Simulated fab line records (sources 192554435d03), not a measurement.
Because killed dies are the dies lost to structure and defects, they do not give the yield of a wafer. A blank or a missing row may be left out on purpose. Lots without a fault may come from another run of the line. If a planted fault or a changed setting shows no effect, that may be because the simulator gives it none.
Which tool was responsible? + flow n5 finfet + 36 wafers from 12 lots sampled at 2 of the route's 1938 steps

== WHAT THE GAUGES READ, wafer by wafer ==
N5_MOL_CONTACT_COAG_INSPECT_42: inspects for defects (brightfield).
| lot  | measured     | on                | raw defect count |
|------|--------------|-------------------|------------------|
| L075 | day 5 12:04  | defect inspect-01 | 161 109 218      |
| L077 | day 6 01:01  | defect inspect-02 | 219 240 218      |
| L079 | day 6 13:01  | defect inspect-01 | 167 131 143      |
| L081 | day 7 04:25  | defect inspect-02 | 186 206 183      |
| L083 | day 7 10:59  | defect inspect-01 | 175 231 252      |
| L085 | day 7 23:25  | defect inspect-01 | 199 267 176      |
| L087 | day 8 12:41  | defect inspect-01 | 237 174 270      |
| L089 | day 9 03:39  | defect inspect-01 | 141 147 229      |
| L091 | day 9 12:41  | defect inspect-02 | 250 295 209      |
| L093 | day 9 19:33  | defect inspect-01 | 209 313 212      |
| L095 | day 10 09:02 | defect inspect-01 | 299 199 176      |
| L097 | day 10 18:47 | defect inspect-02 | 266 264 339      |

== WHICH TOOL RAN EACH LOT (tool, then ch and the chambers of the sampled wafers, then the start) ==
| lot  | N5_MOL_CONTACT_COAG_ETCH_91        |
|------|------------------------------------|
| L075 | rie diel-03 ch 1,3, day 5 11:13    |
| L077 | rie diel-06 ch 2,3, day 6 00:01    |
| L079 | rie diel-01 ch 0,1,2, day 6 12:09  |
| L081 | rie diel-06 ch 1,3, day 7 03:34    |
| L083 | rie diel-03 ch 0,1, day 7 10:04    |
| L085 | rie diel-06 ch 0,1,2, day 7 22:30  |
| L087 | rie diel-03 ch 0,1, day 8 11:49    |
| L089 | rie diel-03 ch 1,2,3, day 9 02:47  |
| L091 | rie diel-03 ch 1,2,3, day 9 11:49  |
| L093 | rie diel-03 ch 0,2,3, day 9 18:34  |
| L095 | rie diel-06 ch 0,1,2, day 10 08:11 |
| L097 | rie diel-06 ch 0,2,3, day 10 17:55 |
- N5_MOL_CONTACT_COAG_ETCH_91: etches SOC in N2/H2, target depth 60 nm, overetch 21 nm, time 101.2 s.

== THE ANSWER, worked out from the rows above alone ==
Rule: usual is defined by the lots themselves. Put in order of their means at a reading, lots are off if they are a third of the lots or fewer, leave a main group of 4 or more, and stand apart from it by a gap of 3 or more times the standard deviation of the main group's means; of several such gaps the widest counts. The tables above print the reading to a certain number of digits; a main group whose means all agree to those digits is not used. A lot without any number at a reading at which 4 lots or more have one is off too. Any other lot the step has rows for is counted as sound.
Nothing can be told from this: no lot is off at any reading shown.

== WHAT THE SIMULATOR PUT IN ==
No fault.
